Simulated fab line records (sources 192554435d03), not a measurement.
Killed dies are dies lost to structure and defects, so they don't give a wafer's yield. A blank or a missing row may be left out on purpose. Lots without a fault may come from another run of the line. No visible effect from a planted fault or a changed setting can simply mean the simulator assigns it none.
fab line records	flow n5Finfet
record: lots: 9	wafers: 26	lastDay: 17
route steps=1938 shown BEOL_M2@908 PAD_METAL@1895 PASSIVATION@1910
lots that met no fault: from a run of the same line without faults
startH: the number of hours between the record's first day and the start of the first shown wafer of the lot	waitH: time in hours since the lot's previous step	" repeats the value in the row above	L1.1+2: a row that stands for several wafers	- no value present, or no start provided	* or withheld: withheld	< > ~ a bound
route shown NAME@n: NAME is a module with steps in the file, n the number in the route of the first one	usual: mean/standard deviation of fault-free wafers	same: alike in all rows	chamber/n: place in a boat	sites: each site's reading	_std_site: standard deviation of those values	_edge_site: the outer-site mean with the inner-site mean subtracted	radiusMm: how far each site lies from the wafer's centre	mask NAME#n: copy n	behind: the last tool/chamber to shape the wafer	hold: the reason the lot was held/the length of the hold in hours/how it ended	device: which transistor (n, p or np) failed to switch	end of line: at the end of the route, the tests of the same wafers	a step with no rows: only its recipe	killed: dies lost to structure and defects at the first sort, not the wafer's yield	map: per-die view of a wafer (x killed, . not killed, _ where there is no die)
set.NAME: the setting as run; set.NAME@STEP: as run at that earlier step	model.NAME: the simulator's own value behind a step, which no gauge read
a sample of lots followed through the steps of the route, with each step as a table and each wafer as a row
services: when a tool's chamber went out of use (startH, in hours from the record's first day, below 0 if earlier), for how many hours, and the reason
== steps ==
step: N5_BEOL_M2_SPUTTER_81
recipe: material: Cu	targetThkA: 45	tempC: -20	chamberPressurePa: 0.07	powerW: withheld	timeS: 8.29
usual: throttleValvePct: 30.1/0.99
same: timeS: 8.29
lot.wafer	tool	chamber	startH	waitH	throttleValvePct
L821.3	pvdSputter-03	-	140.53	0.1	30.2
L821.4	"	-	"	"	28.3
L821.5	"	-	"	"	28.9
L822.2	pvdSputter-02	-	144.34	0.1	31.4
L822.4	"	-	"	"	30.7
L822.6	"	-	"	"	29.6
L824.1	pvdSputter-02	-	152.92	0.1	31.4
L824.2	"	-	"	"	29.5
L824.5	"	-	"	"	31.5
L823.2	pvdSputter-03	-	153.12	0.1	30.2
L823.5	"	-	"	"	28.5
L823.6	"	-	"	"	30.3
L825.1	pvdSputter-03	-	158.39	0.1	30.1
L825.2	"	-	"	"	29.3
L825.6	"	-	"	"	28.3
L826.4	pvdSputter-02	-	172.30	0.1	31.0
L826.5	"	-	"	"	30.7
L833.1	pvdSputter-03	-	209.91	0.1	29.9
L833.2	"	-	"	"	28.3
L833.5	"	-	"	"	30.2
L836.2	pvdSputter-03	-	223.71	0.1	30.0
L836.5	"	-	"	"	28.6
L836.6	"	-	"	"	29.8
L844.1	pvdSputter-01	-	277.45	0.1	31.7
L844.2	"	-	"	"	29.1
L844.6	"	-	"	"	29.1
step: N5_PASSIVATION_SPUTTER_20
recipe: material: TaN	targetThkA: 500	tempC: 25	chamberPressurePa: 0.4
usual: throttleValvePct: 30.2/0.98
lot.wafer	tool	chamber	startH	waitH	throttleValvePct
L821.3	pvdSputter-02	-	255.24	0.0	30.6
L821.4	"	-	"	"	31.1
L821.5	"	-	"	"	30.6
L822.2	pvdSputter-02	-	262.38	0.0	29.2
L822.4	"	-	"	"	30.9
L822.6	"	-	"	"	31.3
L824.1	pvdSputter-01	-	262.52	0.0	30.8
L824.2	"	-	"	"	31.6
L824.5	"	-	"	"	30.9
L825.1	pvdSputter-02	-	276.11	0.0	31.3
L825.2	"	-	"	"	30.8
L825.6	"	-	"	"	31.4
L823.2	pvdSputter-03	-	276.88	0.0	29.9
L823.5	"	-	"	"	28.1
L823.6	"	-	"	"	30.4
L826.4	pvdSputter-02	-	288.62	0.0	31.4
L826.5	"	-	"	"	30.4
L833.1	pvdSputter-01	-	321.83	0.0	29.4
L833.2	"	-	"	"	31.4
L833.5	"	-	"	"	29.0
L836.2	pvdSputter-01	-	338.53	0.0	29.1
L836.5	"	-	"	"	29.3
L836.6	"	-	"	"	31.5
L844.1	pvdSputter-02	-	398.73	0.0	31.5
L844.2	"	-	"	"	29.5
L844.6	"	-	"	"	30.6
step: N5_PASSIVATION_ETCH_59
recipe: chemistry: Cl2/BCl3	target: TaN	targetDepthA: 650	timeS: 34.9	ionEnergyEv: 100	pressureMtorr: 10	icpW: 900	biasW: 100	Cl2_flow_sccm: 60	bcl3FlowSccm: 30
usual: drypumpMotorCurrentA: 5.6/0.47	oesProductAu: 0.75/0.049	throttleValvePct: 21.13/0.14
same: timeS: 34.9
lot.wafer	tool	chamber	startH	waitH	drypumpMotorCurrentA	oesProductAu	rfHoursCounterH	throttleValvePct
L821.3	rieMetal-01	0	256.55	0.2	5.9	0.77	-	20.98
L821.4	"	1	"	"	5.2	0.88	-	20.98
L821.5	"	1	"	"	5.2	0.88	-	20.96
L822.2	rieMetal-01	0	263.73	0.3	5.9	0.77	46	20.97
L822.4	"	0	"	"	5.9	0.77	-	20.96
L822.6	"	1	"	"	5.2	0.88	-	20.94
L824.1	rieMetal-02	1	264.03	0.3	5.1	0.72	54	21.04
L824.2	"	0	"	"	6.2	0.74	70	21.28
L824.5	"	0	"	"	6.2	0.75	-	21.29
L825.1	rieMetal-01	0	277.60	0.3	5.9	0.76	47	20.99
L825.2	"	1	"	"	5.1	0.86	12	20.98
L825.6	"	1	"	"	5.1	0.86	-	20.97
L823.2	rieMetal-01	0	278.37	0.3	5.8	0.76	48	21.00
L823.5	"	0	"	"	5.9	0.75	-	20.99
L823.6	"	1	"	"	5.1	0.86	-	20.98
L826.4	rieMetal-02	1	291.28	0.2	5.2	0.72	-	21.02
L826.5	"	1	"	"	5.1	0.72	-	21.02
L833.1	rieMetal-02	0	322.97	0.3	6.2	0.72	76	21.30
L833.2	"	1	"	"	5.1	0.71	61	21.00
L833.5	"	1	"	"	5.2	0.71	-	21.02
L836.2	rieMetal-01	0	339.82	0.3	5.9	0.75	52	20.98
L836.5	"	1	"	"	5.2	0.84	-	21.00
L836.6	"	0	"	"	5.9	0.76	-	20.99
L844.1	rieMetal-02	0	400.09	0.3	6.2	0.72	85	21.30
L844.2	"	1	"	"	5.1	0.69	69	21.04
L844.6	"	1	"	"	5.1	0.69	-	21.05
step: N5_PASSIVATION_PASS_ETCH_47
recipe: chemistry: CF4/O2	target: SiNx	targetDepthA: 7700	timeS: 385	ionEnergyEv: 100	pressureMtorr: 40	sourceW: 535	biasW: 49	Ar_flow_sccm: 100	cf4FlowSccm: 100	O2_flow_sccm: 10
usual: drypumpMotorCurrentA: 5.4/0.59	oesProductAu: 0.83/0.085	rfVppV: 242/7.3	showerheadPlenumPTorr: 2.19/0.076	throttleValvePct: 15.71/0.24
same: timeS: 385
lot.wafer	tool	chamber	startH	waitH	drypumpMotorCurrentA	oesProductAu	rfHoursCounterH	rfVppV	showerheadPlenumPTorr	throttleValvePct
L821.3	rieDiel-05	2	257.97	0.0	5.2	0.80	94	244	2.23	15.53
L821.4	"	3	"	"	4.9	0.71	-	230	2.09	15.97
L821.5	"	2	"	"	5.2	0.80	-	243	2.23	15.53
L822.2	rieDiel-01	3	265.42	0.0	4.9	0.91	20	242	2.15	15.37
L822.4	"	2	"	"	6.3	0.91	14	235	2.14	15.56
L822.6	"	3	"	"	4.9	0.90	-	244	2.15	15.37
L824.1	rieDiel-04	3	265.55	0.0	4.9	0.68	236	256	2.28	16.31
L824.2	"	0	"	"	5.5	0.94	20	242	2.17	15.91
L824.5	"	2	"	"	5.3	0.69	-	233	2.10	15.75
L825.1	rieDiel-01	2	279.14	0.0	6.3	0.90	18	234	2.14	15.59
L825.2	"	1	"	"	4.7	0.70	236	232	2.26	16.05
L825.6	"	2	"	"	6.3	0.91	-	235	2.14	15.57
L823.2	rieDiel-05	1	279.66	0.0	6.3	0.73	199	242	2.12	16.02
L823.5	"	0	"	"	5.9	0.86	-	244	2.14	15.46
L823.6	"	1	"	"	6.4	0.72	-	243	2.12	16.01
L826.4	rieDiel-01	0	293.04	0.0	4.9	0.85	54	252	2.17	15.80
L826.5	"	2	"	"	6.3	0.89	-	234	2.14	15.59
L833.1	rieDiel-05	2	324.47	0.0	5.2	0.78	108	242	2.22	15.58
L833.2	"	0	"	"	5.9	0.85	63	244	2.13	15.47
L833.5	"	2	"	"	5.2	0.79	-	241	2.22	15.56
L836.2	rieDiel-05	2	341.23	0.0	5.2	0.78	114	240	2.22	15.58
L836.5	"	1	"	"	6.4	0.71	-	243	2.11	16.05
L836.6	"	0	"	"	6.0	0.83	-	245	2.13	15.49
L844.1	rieDiel-05	1	402.34	0.0	6.4	0.70	242	242	2.10	16.09
L844.2	"	2	"	"	5.2	0.76	139	242	2.21	15.62
L844.6	"	2	"	"	5.2	0.76	-	243	2.21	15.63
step: N5_PASSIVATION_PROBE_49
usual: defectLimitedYield: 91.1/1.5	killed_at_M0_to_M3: 35/11	killed_at_M4_up: 13/5.7	killedAtContacts: 12/5.7	killedAtFrontEnd: 40/11	killedAtOther: 4/4.4	killedDies: 105/18	killedOnRim: 14/3.9	killedOpen: 68/14	killedShort: 34/7.4	sort_bin_5_function: 5.2/1	sort_bin_6_memory: 3.3/0.67	sort_bin_8_speed: 0.04/0.29	sortNPass: 1074/18	sortYieldPct: 91.0/1.5
same: grossDies: 1180	killedAtBackSide: 0	sort_bin_4_leakage[%]: 0
lot.wafer	tool	chamber	startH	waitH	defectLimitedYield[%]	killed_at_M0_to_M3	killed_at_M4_up	killedAtContacts	killedAtFrontEnd	killedAtOther	killedDies	killedOnRim	killedOpen	killedShort	sort_bin_5_function[%]	sort_bin_6_memory[%]	sort_bin_8_speed[%]	sortNPass	sortYieldPct[%]
L826.4	prober-02	-	296.20	0.2	90.2	39	17	17	43	0	116	17	88	28	5.6	3.8	0	1064	90.2
L826.5	prober-02	-	296.25	0.2	91.4	41	15	6	32	8	102	13	64	28	5.5	3.1	0	1078	91.4
L833.1	prober-01	-	327.48	0.0	82.7	121	10	23	46	4	204	36	83	37	9.5	5.1	0	976	82.7
L833.2	prober-01	-	327.53	0.1	81.4	152	10	10	47	1	220	23	68	36	12.9	4.3	0	960	81.4
L833.5	prober-01	-	327.68	0.2	86.5	105	15	12	26	1	159	27	63	14	8.3	3.5	0	1021	86.5
L836.2	prober-02	-	345.61	0.1	86.9	104	5	8	29	9	155	27	42	35	8.6	3.0	0	1025	86.9
L836.5	prober-02	-	345.76	0.2	83.1	135	12	11	40	1	199	14	53	36	11.0	4.2	0	981	83.1
L836.6	prober-02	-	345.81	0.3	85.3	112	11	10	28	13	174	30	51	28	8.8	4.1	0	1006	85.3
killed by level:class
L826.4 MOL_CONTACT_COAG:geometricParticle:open=17 BEOL_M0_SAQP:geometricParticle:open=10 BEOL_M3:geometricParticle:open=10 FIN_SAQP:geometricParticle:open=9 BEOL_M4:geometricParticle:open=9 STI_FIN_REVEAL:geometricParticle:open=8 BEOL_M0:geometricParticle:open=7 GATE_CUT:geometricParticle:short=6
L826.5 BEOL_M3:geometricParticle:open=9 BEOL_M0_SAQP:geometricParticle:open=8 MIM_TOP_ETCH:areaEtch=8 STI_FIN_REVEAL:geometricParticle:open=7 FIN_SAQP:geometricParticle:open=6 BEOL_M2:geometricParticle:open=6 STARTING-WAFER:geometricParticle:open=6 MOL_CONTACT_COAG:geometricParticle:open=5
L833.1 BEOL_M2:unspecified=74 MOL_CONTACT_COAG:geometricParticle:open=20 BEOL_M0_SAQP:geometricParticle:open=18 BEOL_M0_SAQP:geometricParticle:short=12 FIN_SAQP:geometricParticle:open=11 FIN_SAQP:geometricParticle:short=9 BEOL_M3:geometricParticle:open=7 STI_FIN_REVEAL:geometricParticle:open=6
L833.2 BEOL_M2:unspecified=116 FIN_SAQP:geometricParticle:open=12 FIN_SAQP:geometricParticle:short=10 BEOL_M1:geometricParticle:open=10 MOL_CONTACT_COAG:geometricParticle:open=8 BEOL_M0_SAQP:geometricParticle:open=8 BEOL_M0_SAQP:geometricParticle:short=8 BEOL_M4:geometricParticle:open=7
L833.5 BEOL_M2:unspecified=75 MOL_CONTACT_COAG:geometricParticle:open=10 BEOL_M1:geometricParticle:open=10 FIN_SAQP:geometricParticle:open=7 BEOL_M0_SAQP:geometricParticle:open=7 BEOL_M3:geometricParticle:open=6 BEOL_M4:geometricParticle:open=6 GATE_CUT:geometricParticle:short=4
L836.2 BEOL_M2:unspecified=75 BEOL_M0_SAQP:geometricParticle:short=9 STI_FIN_REVEAL:geometricParticle:open=8 MOL_CONTACT_COAG:geometricParticle:open=6 BEOL_M3:geometricParticle:open=6 GATE_CUT:geometricParticle:short=5 BEOL_M3:geometricParticle:short=4 MIM_TOP_ETCH:geometricParticle:open=4
L836.5 BEOL_M2:unspecified=110 FIN_SAQP:geometricParticle:short=12 MOL_CONTACT_COAG:geometricParticle:open=9 GATE_CUT:geometricParticle:open=7 BEOL_M0_SAQP:geometricParticle:open=7 STI_FIN_REVEAL:geometricParticle:open=5 GATE_CUT:geometricParticle:short=5 BEOL_M2:geometricParticle:open=5
L836.6 BEOL_M2:unspecified=87 MIM_TOP_ETCH:areaEtch=8 MOL_CONTACT_COAG:geometricParticle:open=6 BEOL_M2:geometricParticle:open=6 BEOL_M0_SAQP:geometricParticle:open=5 BEOL_M4:geometricParticle:open=5 ILD0:geometricParticle:short=4 MOL_CONTACT_COAG:geometricParticle:short=4
== services ==
tool	chamber	startH	hours	kind
rieDiel-05	0	119.05	-	clean
rieDiel-05	0	119.05	-	consumableReplace:focusRing
rieDiel-05	0	119.05	23.4	scheduledDown
rieDiel-05	2	120.99	4.6	repair
rieMetal-02	0	134.83	3.9	repair
pvdSputter-01	-	144.28	0.7	repair
rieDiel-04	1	152.74	6.5	repair
rieMetal-02	-	170.17	0.7	repair
pvdSputter-02	-	177.09	4.0	repair
rieMetal-02	0	186.25	6.2	repair
rieDiel-04	-	235.24	2.8	pm
rieDiel-04	-	240.99	2.6	repair
rieMetal-01	-	242.11	2.8	pm
rieDiel-05	1	254.24	8.0	repair
rieMetal-02	-	268.80	1.4	pm
rieDiel-01	0	269.87	1.4	repair
rieDiel-05	-	282.41	10.9	repair
rieDiel-05	2	299.44	23.6	repair
rieDiel-05	1	319.97	6.9	repair
rieDiel-04	2	320.59	4.6	repair
rieMetal-01	0	341.88	13.9	repair
rieDiel-01	1	350.04	2.2	repair
pvdSputter-03	-	366.40	10.0	repair
rieDiel-01	3	370.96	4.0	repair
== key ==
firstSign: step: N5_PASSIVATION_PROBE_49	reading: killed_at_M0_to_M3	direction: up	sigmas: 7.9	usual: 35	struck: 122
effect: step: N5_PASSIVATION_PROBE_49	reading: defectLimitedYield	direction: down	sigmas: 4.6	usual: 91.1	struck: 84.3
moreKillsBornAt: N5_BEOL_M2_SPUTTER_81@pvdSputter-03: 537
metAt N5_BEOL_M2_SPUTTER_81
struckLots L833,L836
notActingAt N5_PASSIVATION_SPUTTER_20,N5_PASSIVATION_ETCH_59,N5_PASSIVATION_PASS_ETCH_47
onsetBetween 158.39 209.91
fault: kind: chamberParticleSource	tool: pvdSputter-03	chamber: -	onsetH: 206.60	steps: N5_BEOL_M2_SPUTTER_81	ratePerVisitCm2: 0.65332	endH: 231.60
